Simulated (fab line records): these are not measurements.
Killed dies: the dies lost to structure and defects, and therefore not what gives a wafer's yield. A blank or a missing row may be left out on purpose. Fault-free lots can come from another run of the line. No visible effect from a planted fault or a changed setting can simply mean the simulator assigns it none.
Which tool did it? :: flow n5-finfet :: route of 1938 steps, sampled at 1 step: 24 lots, 72 wafers

WHAT THE GAUGES READ, wafer by wafer
N5_SPACER0_INSPECT_04: inspects for defects (darkfield).
lot: L074
measured: day 3 02:23
on: defect-inspect-02
raw-defect-count: 112 99 117

lot: L075
measured: day 3 10:16
on: defect-inspect-01
raw-defect-count: 196 173 156

lot: L076
measured: day 3 12:22
on: defect-inspect-01
raw-defect-count: 146 215 141

lot: L077
measured: day 3 19:32
on: defect-inspect-01
raw-defect-count: 163 138 144

lot: L078
measured: day 3 23:47
on: defect-inspect-02
raw-defect-count: 88 120 62

lot: L079
measured: day 4 05:31
on: defect-inspect-01
raw-defect-count: 135 141 139

lot: L080
measured: day 4 16:48
on: defect-inspect-02
raw-defect-count: 122 133 65

lot: L081
measured: day 4 20:08
on: defect-inspect-01
raw-defect-count: 156 121 106

lot: L082
measured: day 5 02:50
on: defect-inspect-01
raw-defect-count: 127 167 129

lot: L084
measured: day 5 11:14
on: defect-inspect-01
raw-defect-count: 116 100 151

lot: L083
measured: day 5 12:10
on: defect-inspect-01
raw-defect-count: 120 101 140

lot: L085
measured: day 5 22:04
on: defect-inspect-02
raw-defect-count: 168 147 139

lot: L086
measured: day 6 01:05
on: defect-inspect-01
raw-defect-count: 101 120 92

lot: L087
measured: day 6 06:28
on: defect-inspect-01
raw-defect-count: 191 192 178

lot: L088
measured: day 6 14:38
on: defect-inspect-02
raw-defect-count: 104 132 134

lot: L089
measured: day 6 18:10
on: defect-inspect-01
raw-defect-count: 152 177 160

lot: L090
measured: day 6 23:11
on: defect-inspect-01
raw-defect-count: 162 111 137

lot: L091
measured: day 7 05:49
on: defect-inspect-01
raw-defect-count: 164 137 198

lot: L092
measured: day 7 12:08
on: defect-inspect-02
raw-defect-count: 144 139 122

lot: L093
measured: day 7 21:06
on: defect-inspect-02
raw-defect-count: 85 171 130

lot: L094
measured: day 8 05:21
on: defect-inspect-01
raw-defect-count: 140 144 169

lot: L095
measured: day 8 06:35
on: defect-inspect-02
raw-defect-count: 238 145 205

lot: L096
measured: day 8 22:57
on: defect-inspect-01
raw-defect-count: 134 102 101

lot: L097
measured: day 9 00:43
on: defect-inspect-01
raw-defect-count: 118 133 155

WHAT TOOL EACH LOT RAN ON (gives the tool, then ch and the chambers of the sampled wafers, and finally the start)
Record: no process step prior to these readings.

WHAT THE TOOLS THEMSELVES READ (means of the sampled wafers that have a number; where no wafer has one, the mark that the record gives instead)
The record holds no such reading with a usual standard deviation.

THE ANSWER, worked out from the rows above alone
Rule: what is usual is taken from the lots themselves. Put in order of their means at a reading, lots are off if they are a third of the lots or fewer, leave a main group of 4 or more, and stand apart from it by a gap of 3 or more times the standard deviation of the main group's means; of several such gaps the widest counts. The tables above print the reading to a certain number of digits; a main group whose means all agree to those digits is not used. A lot without any number at a reading at which 4 lots or more have one is off too. Any other lot the step has rows for is counted as sound. After the gauges, taken in route order, come the tools' own readings; for these a lot's mean is taken, as printed above. The first step at which some lot is off is used, and at that step the reading that is off furthest; a lot without a number counts as furthest.
No lot is off at any reading shown: from this, nothing can be told.

WHAT THE SIMULATOR HAD INSERTED
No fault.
